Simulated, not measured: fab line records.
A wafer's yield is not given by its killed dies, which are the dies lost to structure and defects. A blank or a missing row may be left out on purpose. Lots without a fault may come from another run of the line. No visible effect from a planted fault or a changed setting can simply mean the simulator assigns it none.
A lot that was struck, set against a sound lot ; flow n5 finfet ; 16 out of 1938 route steps
Sound: the wafers L947.3, L947.4, L947.5. Struck: wafer L951.2 (left out: L951.5, a lot-mate that was not struck); the cause follows at the end.
For every step that has rows: the tool of each side, followed by ch and its chambers, followed by its first start. Under that, the readings that differ: sound wafers ; struck wafers ; difference of the means ; sigmas: that difference in standard deviations of wafers without a fault.
alike: readings with means less than 2 such deviations apart, plus words and numbers identical on both sides. not compared: withheld readings, readings lacking a value on some wafer, bounds such as >300 that could conceal the same value, and numbers that have no deviation in the record and whose values overlap.
A row with sigmas, a row that says differs or no value, or rows on one side alone: a step with any of these is where the two part. Non-overlapping numbers with no deviation appear without sigmas and do not part them. A reading missing from all wafers of one side parts the sides only when that side holds two or more wafers.

first, 1 step without rows for these wafers: N5_HKMG_FIN_STRIP_33 (strips in N2/H2).
N5_HKMG_FIN_STRIP_34: strips in CF4.
  sound on rie diel-01 ch 0,1, day 5 18:20; struck on rie diel-01 ch 0, day 6 16:19
  alike: drypump motor current A, oes product au, rf vpp V, showerhead plenum p Torr, throttle valve pct
  not compared: rf hours counter h
then, 4 steps without rows for these wafers: N5_HKMG_FIN_ETCH_35 (etches SOC in N2/H2, target depth 215.8 nm, time 243.4 s); N5_HKMG_FIN_STRIP_92 (strips SOC in N2/H2, time 20 s); N5_HKMG_FIN_WET_ETCH_18 (etches TiN in SC1, time 55 s, target depth 5.2 nm, rinse time 30 s); N5_HKMG_FIN_STRIP_19 (strips in N2/H2, time 360 s).
N5_HKMG_FIN_ALD_91: deposits TiN, target thk 1 nm, pulse time 1 s, purge time 3 s.
  sound on ald metal-01 ch 0,1,2, day 5 19:02; struck on ald metal-03 ch 1, day 6 17:01
reading;sound;struck;difference;sigmas
heater power w (W);847 790 876;1028;+190;+2
  alike: precursor pulse height rel
  not compared: co reactant pulse time s
then, 1 step without rows for these wafers: N5_HKMG_FIN_COAT_85 (time 60 s, resist thk 300 nm).
N5_HKMG_FIN_ETCH_86: etches SOC in N2/H2, stops on TiN, target depth 393.2 nm.
  sound on rie diel-01 ch 0,2,3, day 5 19:23; struck on rie diel-01 ch 0, day 6 17:21
  alike: drypump motor current A, oes product au, rf vpp V, showerhead plenum p Torr, throttle valve pct
  not compared: rf hours counter h
N5_HKMG_FIN_STRIP_89: strips SOC in N2/H2, time 20 s.
  sound on rie diel-01 ch 0,2,3, day 5 19:26; struck on rie diel-01 ch 0, day 6 17:25
  alike: drypump motor current A, oes product au, rf vpp V, showerhead plenum p Torr, throttle valve pct
  not compared: rf hours counter h
then, 2 steps without rows for these wafers: N5_HKMG_FIN_WET_ETCH_87 (etches TiN in SC1, time 154.2 s, target depth 4.7 nm, rinse time 30 s); N5_HKMG_FIN_STRIP_88 (strips in N2/H2, time 360 s).
N5_HKMG_FIN_NWFM_ALD_20: deposits TiAlC, target thk 2 nm, pulse time 3 s, purge time 2 s.
  sound on ald metal-04 ch 0,1,3, day 5 20:01; struck on ald metal-04 ch 0, day 6 17:59
reading;sound;struck;difference;sigmas
co reactant pulse time s (s);10 10 10;11.426;+1.426;
  alike: heater power w, precursor pulse height rel
N5_HKMG_FIN_ALD_71: deposits TiN, target thk 1 nm, pulse time 1 s, purge time 3 s.
  sound on ald metal-04 ch 0,1,3, day 5 20:07; struck on ald metal-04 ch 0, day 6 18:05
  alike: heater power w, precursor pulse height rel
  not compared: co reactant pulse time s
-- here the record skips 4 days between the struck wafers' starts before and after, leaving off in module HKMG_FIN and picking up in module BEOL_M4 (first step shown: number 1111 of the route) --
N5_BEOL_M4_RC_MEAS_101:
  sound on prober-01 ch 0, day 9 11:16; struck on prober-01 ch 0, day 10 15:29
  alike: DIBL_N, DIBL_P, IOFF_N, IOFF_P, ION_N, ION_P, SS_N, SS_P, VT_N, VT_P
-- a jump in the record: the struck wafers' starts before and after are 5 days apart (it breaks off in module BEOL_M4 and resumes in module PASSIVATION, where the first step shown is number 1936 of the route) --
N5_PASSIVATION_PROBE_49:
  rows exist in the record for the struck wafers here (prober-01, day 15 07:03), but not for the sound ones

## WHERE THEY PART
Last at N5_PASSIVATION_PROBE_49 as far as this record goes, first at N5_HKMG_FIN_ALD_91.

WHY: whatever the simulator had introduced
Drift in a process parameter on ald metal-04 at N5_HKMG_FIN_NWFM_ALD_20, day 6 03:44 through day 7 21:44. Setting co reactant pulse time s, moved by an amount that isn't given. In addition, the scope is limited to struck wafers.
